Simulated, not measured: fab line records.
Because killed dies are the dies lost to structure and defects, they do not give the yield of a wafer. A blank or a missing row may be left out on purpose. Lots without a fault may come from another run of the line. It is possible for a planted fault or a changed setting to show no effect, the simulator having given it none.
Split-lot study	flow n5_finfet	route with 1938 steps; 7 lots, 21 wafers read

== ABOUT THE SPLIT ==
At N5_BEOL_M11_COAT_22 (resist thk 90 nm), the setting spin_rpm was moved away from the recipe's 1500 rpm on 5 of the 21 wafers read, by -5.7% to +10.7%. This setting was run at the recipe's value on the other wafers.

== THE PATH FROM SPLIT TO READING: the file shows 1 step between them ==
- N5_BEOL_M11_PEB_26: peb time 60 s (also split here: peb_time_s)

== THE READING ==
CAR-ArF_of_BEOL_M11_COAT_22.thk_nm (the simulator's own value, which no gauge read), in nm, at N5_BEOL_M11_DEVELOP_27 (develop time 30 s). No usual value for it is given in the file. Here, 16 wafers ran the recipe; their average is 88.1 nm with a standard deviation of 0.24 nm.

wafer	tool, chamber at the split	spin_rpm as run, rpm	against the recipe	CAR-ArF_of_BEOL_M11_COAT_22.thk_nm, nm	against lot-mates on the recipe
L074.1	litho_track-01, 0	1500	recipe	88	-
L074.3	litho_track-01, 0	1500	recipe	88.2	-
L074.5	litho_track-01, 0	1417	-5.5%	90.6	+2.5
L077.1	litho_track-02, 0	1414	-5.7%	91.4	+3.0
L077.2	litho_track-02, 0	1500	recipe	88.4	-
L077.4	litho_track-02, 0	1414	-5.7%	91.2	+2.8
L076.1	litho_track-02, 0	1661	+10.7%	83.4	-4.7
L076.4	litho_track-02, 0	1500	recipe	88	-
L076.6	litho_track-02, 0	1500	recipe	88.2	-
L079.1	litho_track-04, 0	1500	recipe	88.2	-
L079.2	litho_track-04, 0	1500	recipe	88	-
L079.6	litho_track-04, 0	1500	recipe	87.8	-
L083.1	litho_track-02, 0	1500	recipe	88	-
L083.2	litho_track-02, 0	1500	recipe	88	-
L083.5	litho_track-02, 0	1500	recipe	87.8	-
L086.2	litho_track-02, 0	1500	recipe	88.6	-
L086.6	litho_track-02, 0	1500	recipe	88.6	-
L086.3	litho_track-02, 0	1500	recipe	88.4	-
L087.1	litho_track-01, 0	1416	-5.6%	90.8	+2.8
L087.3	litho_track-01, 0	1500	recipe	88	-
L087.6	litho_track-01, 0	1500	recipe	88	-

THE FIT
A straight line over all 21 wafers: CAR-ArF_of_BEOL_M11_COAT_22.thk_nm changes by -0.474 nm for each +1% of spin_rpm; r = -0.99; the points scatter about the line by 0.28 nm.
The same after taking each lot's own level away (the mean of its wafers on the recipe; 21 wafers): -0.464 nm for each +1%; r = -1.00; scatter 0.14 nm.
The reading moves by 5 nm for the largest change in spin_rpm, on that fit.
The lots' own levels span 87.93 to 88.53 nm, that is 2.5 times the standard deviation above.
Hence the lot-to-lot level has little effect on the slope; both slopes agree.
Check: with one of the wafers moved furthest among these (+10.7%) left out of the fit, the line predicts -5.28 nm for it against its lot-mates. It came out at -4.7 nm against them.

== THE OTHER SPLITS THESE WAFERS WENT THROUGH ==
These wafers also went through other splits before the reading. Each is held against what the fit with the lots' levels taken away leaves over:
other split on the same wafers	wafers away from the commonest value	r with CAR-ArF_of_BEOL_M11_COAT_22.thk_nm (lot level and that fit taken away)
N5_BEOL_M10_COAT_60 spin_rpm	3	-0.18
N5_BEOL_M11_DESCUM_16 time_s	13	-0.05
N5_BEOL_M11_COAT_63 spin_rpm	6	-0.46
N5_BEOL_M11_PEB_26 peb_time_s	10	-0.05

== THE WHOLE CHAIN: every reading that the file lists as answering this split, in the file's order ==
step	what it does	reading	change (the file's fit)	r (the file's)
N5_BEOL_M11_COAT_22	resist thk 90 nm	CAR-ArF_of_BEOL_M11_COAT_22.thk_nm (the simulator's own value, which no gauge read)	-0.452 nm for each +1% of the setting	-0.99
N5_BEOL_M11_DEVELOP_27	develop time 30 s	CAR-ArF_of_BEOL_M11_COAT_22.thk_nm (the simulator's own value, which no gauge read)	-0.46 nm for each +1% of the setting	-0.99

== THE FILE'S OWN FIT ==
CAR-ArF_of_BEOL_M11_COAT_22.thk_nm changes by -0.46 nm for each +1% of spin_rpm, r = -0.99.
